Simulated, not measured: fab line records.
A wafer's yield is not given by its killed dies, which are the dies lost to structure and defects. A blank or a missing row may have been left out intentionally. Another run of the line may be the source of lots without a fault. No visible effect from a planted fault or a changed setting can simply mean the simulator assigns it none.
Chamber matching + flow nand-harc + NHARC_A_CONTACT_ETCH_110 on rie-diel-01: 4 sister chambers
The step etches the open film in CF4/O2, target depth 60 nm, overetch 6 nm, time 33 s. 14 wafers are shown with their chamber, then 7 later ones without.

## WAFERS PAIRED WITH THEIR CHAMBERS
| wafer  | chamber | showerhead-plenum-p-Torr (Torr) | oes-product-au (a.u.) | rf-vpp-V (V) |
|--------|---------|---------------------------------|-----------------------|--------------|
| L075.1 | 1       | 1.31                            | 0.977                 | 196.9        |
| L075.2 | 3       | 1.30                            | 1.011                 | 196.1        |
| L075.5 | 0       | 1.28                            | 1.037                 | 197.9        |
| L079.3 | 3       | 1.30                            | 1.001                 | 197.9        |
| L079.4 | 1       | 1.31                            | 0.973                 | 195.8        |
| L079.6 | 1       | 1.31                            | 0.982                 | 197.3        |
| L081.2 | 3       | 1.30                            | 1.040                 | 195.8        |
| L081.4 | 0       | 1.27                            | 1.028                 | 197.1        |
| L081.5 | 3       | 1.30                            | 1.038                 | 197.6        |
| L080.2 | 1       | 1.31                            | 1.001                 | 196.1        |
| L080.4 | 3       | 1.30                            | 1.030                 | 197.6        |
| L080.5 | 3       | 1.30                            | 1.044                 | 197.4        |
| L084.1 | 3       | 1.30                            | 1.041                 | 198.4        |
| L084.2 | 2       | 1.32                            | 0.990                 | 198.8        |

SIGNATURES (averages over the wafers above)
| reading                  | chamber 0 | chamber 1 | chamber 2 | chamber 3 | scatter within a chamber |
|--------------------------|-----------|-----------|-----------|-----------|--------------------------|
| showerhead-plenum-p-Torr | 1.2750    | 1.3100    | 1.3200    | 1.3000    | 0.00224                  |
| oes-product-au           | 1.03250   | 0.98325   | 0.99000   | 1.02929   | 0.0148                   |
| rf-vpp-V                 | 197.500   | 196.525   | 198.800   | 197.257   | 0.849                    |
Rule: a wafer lies at a distance from a chamber equal to the root of the sum of squares, over the readings, of (its reading less the chamber's mean, divided by the reading's scatter). If the next closest chamber is less than 2 further off than the closest, the wafer can't be placed; otherwise it belongs to the closest. The scatter: take each reading less its chamber's mean, square it, sum over the shown wafers, divide by the number of wafers less the number of chambers, and take the root.

## WAFERS WITH NO CHAMBER GIVEN
| wafer  | showerhead-plenum-p-Torr (Torr) | oes-product-au (a.u.) | rf-vpp-V (V) |
|--------|---------------------------------|-----------------------|--------------|
| L084.3 | 1.31                            | 0.993                 | 197.2        |
| L091.2 | 1.27                            | 1.029                 | 196.0        |
| L091.3 | 1.29                            | 1.026                 | 198.0        |
| L091.6 | 1.27                            | 1.029                 | 196.8        |
| L094.1 | 1.30                            | 1.003                 | 197.2        |
| L094.4 | 1.27                            | 1.022                 | 197.6        |
| L094.5 | 1.30                            | 0.998                 | 197.7        |

## EACH ONE'S CHAMBER
| wafer  | from the rows above | in truth                   |
|--------|---------------------|----------------------------|
| L084.3 | 1                   | 1                          |
| L091.2 | 0                   | 0                          |
| L091.3 | 3                   | 3                          |
| L091.6 | 0                   | 0                          |
| L094.1 | 3                   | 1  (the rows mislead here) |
| L094.4 | 0                   | 0                          |
| L094.5 | 3                   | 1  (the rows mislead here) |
5 of 7 placed correctly. From these rows, 0 cannot be placed. Placed wrongly: 2.
